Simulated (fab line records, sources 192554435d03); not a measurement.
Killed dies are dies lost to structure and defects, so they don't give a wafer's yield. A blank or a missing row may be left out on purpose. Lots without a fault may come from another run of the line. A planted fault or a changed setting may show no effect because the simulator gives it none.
Split-lot experiment | flow n5_finfet | 7 lots, 21 wafers read, on a route of 1938 steps

THE SPLIT
At N5_SD_EPI_N_EXPOSE_06 (exposes mask SD N BLK, target cd 120 nm), the setting dose_mj was moved away from the recipe's 39.75 on 5 of the 21 wafers read, by -7.0% to +3.5%. The other wafers ran this setting at the recipe's value.

FROM THE SPLIT TO THE READING: what the file shows between them, 2 steps
- N5_SD_EPI_N_PEB_07: peb time 60 s
- N5_SD_EPI_N_DEVELOP_08: develop time 30 s

THE READING
cd_nm, in nm, at N5_SD_EPI_N_CD_MEAS_09 (target cd 120 nm). Fault-free wafers of this fab line usually give 120.6 nm, standard deviation 0.92 nm.

wafer  | tool, chamber at the split | dose_mj as run | against the recipe | cd_nm, nm | against lot-mates on the recipe
L074.2 | arfi_scanner-02, 0         | 39.75          | recipe             | 121.1     | -
L074.3 | arfi_scanner-02, 0         | 39.75          | recipe             | 120.1     | -
L074.5 | arfi_scanner-02, 0         | 39.75          | recipe             | 119.3     | -
L077.2 | arfi_scanner-01, 0         | 39.75          | recipe             | 120.0     | -
L077.3 | arfi_scanner-01, 0         | 39.75          | recipe             | 118.7     | -
L077.5 | arfi_scanner-01, 0         | 39.75          | recipe             | 119.8     | -
L087.1 | arfi_scanner-01, 0         | 39.75          | recipe             | 120.6     | -
L087.2 | arfi_scanner-01, 0         | 39.75          | recipe             | 121.3     | -
L087.4 | arfi_scanner-01, 0         | 41.14          | +3.5%              | 122.5     | +1.6
L088.1 | arfi_scanner-02, 0         | 39.75          | recipe             | 120.8     | -
L088.3 | arfi_scanner-02, 0         | 36.98          | -7.0%              | 115.2     | -5.1
L088.5 | arfi_scanner-02, 0         | 39.75          | recipe             | 119.8     | -
L093.4 | arfi_scanner-01, 0         | 37.14          | -6.6%              | 115.7     | -4.9
L093.5 | arfi_scanner-01, 0         | 39.75          | recipe             | 120.6     | -
L093.6 | arfi_scanner-01, 0         | 37.14          | -6.6%              | 116.1     | -4.5
L095.2 | arfi_scanner-01, 0         | 39.75          | recipe             | 120.6     | -
L095.3 | arfi_scanner-01, 0         | 38.39          | -3.4%              | 118.2     | -2.0
L095.4 | arfi_scanner-01, 0         | 39.75          | recipe             | 119.8     | -
L096.1 | arfi_scanner-02, 0         | 39.75          | recipe             | 120.0     | -
L096.2 | arfi_scanner-02, 0         | 39.75          | recipe             | 120.5     | -
L096.4 | arfi_scanner-02, 0         | 39.75          | recipe             | 119.4     | -

THE FIT
A straight line over all 21 wafers: cd_nm changes by +0.664 nm for each +1% of dose_mj; r = +0.94; the points scatter about the line by 0.63 nm.
The same after taking each lot's own level away (the mean of its wafers on the recipe; 21 wafers): +0.682 nm for each +1%; r = +0.96; scatter 0.53 nm.
On that fit, the largest move of dose_mj shifts the reading by 4.8 nm.
The lots' own levels span 119.50 to 120.95 nm, that is 1.6 times the standard deviation above.
So the lot-to-lot level changes the slope little: the two slopes agree.
Check: with one of the wafers moved furthest among these (-7.0%) left out of the fit, the line predicts -4.69 nm for it against its lot-mates. It came out at -5.1 nm against them.

OTHER SPLITS ON THESE WAFERS
These wafers also went through other splits before the reading. Each is held against what the fit with the lots' levels taken away leaves over:
other split on the same wafers                    | wafers away from the commonest value | r with cd_nm (lot level and that fit taken away)
N5_PMOS_HMC_CHANNEL_EPI_HM_DEP_34 time_s          | 6                                    | -0.08
N5_PMOS_HMC_CHANNEL_EPI_DEVELOP_08 develop_time_s | 7                                    | -0.07
N5_FIN_SAQP_SPACER1_ALD_24 ald_cycles             | 7                                    | +0.01
N5_SD_EPI_N_COAT_33 spin_rpm                      | 6                                    | +0.16

THE WHOLE CHAIN: every reading that the file lists as answering this split, in the file's order
step                    | what it does                                                | reading                                                         | change (the file's fit)               | r (the file's)
N5_SD_EPI_N_CD_MEAS_09  | target cd 120 nm                                            | cd_nm                                                           | +0.681 nm for each +1% of the setting | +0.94
N5_SD_EPI_N_DESCUM_14   | chemistry O2, time 7.9 s                                    | SD_EPI_N.cd_nm (the simulator's own value, which no gauge read) | +0.656 nm for each +1% of the setting | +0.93
N5_SD_EPI_N_ETCH_34     | etches SiARC in CF4, target depth 45.5 nm, time 75.8 s      | SD_EPI_N.cd_nm (the simulator's own value, which no gauge read) | +0.629 nm for each +1% of the setting | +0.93
N5_SD_EPI_N_ETCH_35     | etches SOC in N2/H2, overetch 108 nm, time 486 s            | SD_EPI_N.cd_nm (the simulator's own value, which no gauge read) | +0.915 nm for each +1% of the setting | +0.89
N5_SD_EPI_N_ETCHBACK_44 | etches SiNx in CH3F/O2, stops on SiO2, target depth 14.5 nm | SD_EPI_N.cd_nm (the simulator's own value, which no gauge read) | +0.912 nm for each +1% of the setting | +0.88
N5_SD_EPI_N_ETCH_16     | etches SiO2 in CHF3/O2, target depth 5 nm                   | SD_EPI_N.cd_nm (the simulator's own value, which no gauge read) | +0.936 nm for each +1% of the setting | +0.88

THE FILE'S OWN FIT
cd_nm changes by +0.681 nm for each +1% of dose_mj, r = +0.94.
